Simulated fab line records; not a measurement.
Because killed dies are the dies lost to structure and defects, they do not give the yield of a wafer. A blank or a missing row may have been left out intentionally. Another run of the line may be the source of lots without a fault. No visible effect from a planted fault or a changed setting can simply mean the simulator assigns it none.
One fault through the eyes of 2 desks -- flow n5_finfet -- what lay behind the numbers comes last; until then each desk has only its own

METROLOGY DESK
What the gauges read, lot by lot, whatever tool the lot ran on: means of the sampled wafers that have a number. Any lot whose mean is over 4 standard deviations away from the usual mean is out of limits and marked OUT; that distance is given in the brackets. Shown here are 7 of its 11 readings, the ones lying furthest out on some lot.
Columns: A = DIBL_N at N5_BEOL_M4_RC_MEAS_101, usual 36.5 mV/V; B = DIBL_P at N5_BEOL_M4_RC_MEAS_101, usual 36.5 mV/V; C = IOFF_N at N5_BEOL_M4_RC_MEAS_101, usual 0.16 nA/um; D = IOFF_P at N5_BEOL_M4_RC_MEAS_101, usual 0.21 nA/um; E = ION_N at N5_BEOL_M4_RC_MEAS_101, usual 672 uA/um; F = VT_N at N5_BEOL_M4_RC_MEAS_101, usual 250 mV; G = VT_P at N5_BEOL_M4_RC_MEAS_101, usual -250.5 mV
lot,first seen here,A,B,C,D,E,F,G
L938,day 4 19:05,33.1,35.4,0.14,0.18,668,252,-251.3
L944,day 6 05:29,36.3,35.0,0.18,0.23,678,246,-250.0
L945,day 6 10:48,37.3,37.4,0.16,0.21,672,250,-249.6
L948,day 7 05:46,33.3,33.5,0.11,0.17,651,256,-252.3
L950,day 7 16:38,38.5,37.1,0.20,0.26,682,246,-248.2
L951,day 7 23:13,37.0,37.1,0.18,0.22,661,249,-249.4
L956,day 9 02:45,35.7,34.4,0.14,0.21,672,251,-248.5
L957,day 9 09:27,35.5,36.7,0.17,0.21,672,248,-251.4
L960,day 10 03:33,37.8,40.0,0.22,0.27,679,246,-245.0
Result from this desk: across the 9 lots, nothing is out of limits.

AT THE TOOL OWNER'S DESK: ald_metal-02
The tool's own readings at N5_MOL_CONTACT_COAG_ALD_20 (deposits TiN, target thk 1.5 nm, pulse time 1 s, purge time 3 s): means of the sampled wafers that have a number, for each lot that ran on this tool. Any lot whose mean is over 4 standard deviations away from the usual mean is out of limits and marked OUT; that distance is given in the brackets.
Columns: A = heater_power_w at N5_MOL_CONTACT_COAG_ALD_20, usual 843 W; B = precursor_pulse_height_rel at N5_MOL_CONTACT_COAG_ALD_20, usual 0.999; C = susceptor_temp_C at N5_MOL_CONTACT_COAG_ALD_20, usual 400.00 C
lot,first seen here,A,B,C
L938,day 4 21:12,827,1.010,400.11
L944,day 6 08:11,809,0.987,400.03
L945,day 6 11:56,823,1.007,399.96
L948,day 7 08:36,850,1.005,400.34
L950,day 7 17:51,842,0.996,400.26
L951,day 8 02:28,821,0.996,399.55
Result from this desk: across the 6 lots, nothing is out of limits.

ALL TOGETHER
Nothing out of limits was seen by the metrology desk.
The desk of the tool owner found nothing out of limits.

WHAT HAD BEEN PUT IN BY THE SIMULATOR
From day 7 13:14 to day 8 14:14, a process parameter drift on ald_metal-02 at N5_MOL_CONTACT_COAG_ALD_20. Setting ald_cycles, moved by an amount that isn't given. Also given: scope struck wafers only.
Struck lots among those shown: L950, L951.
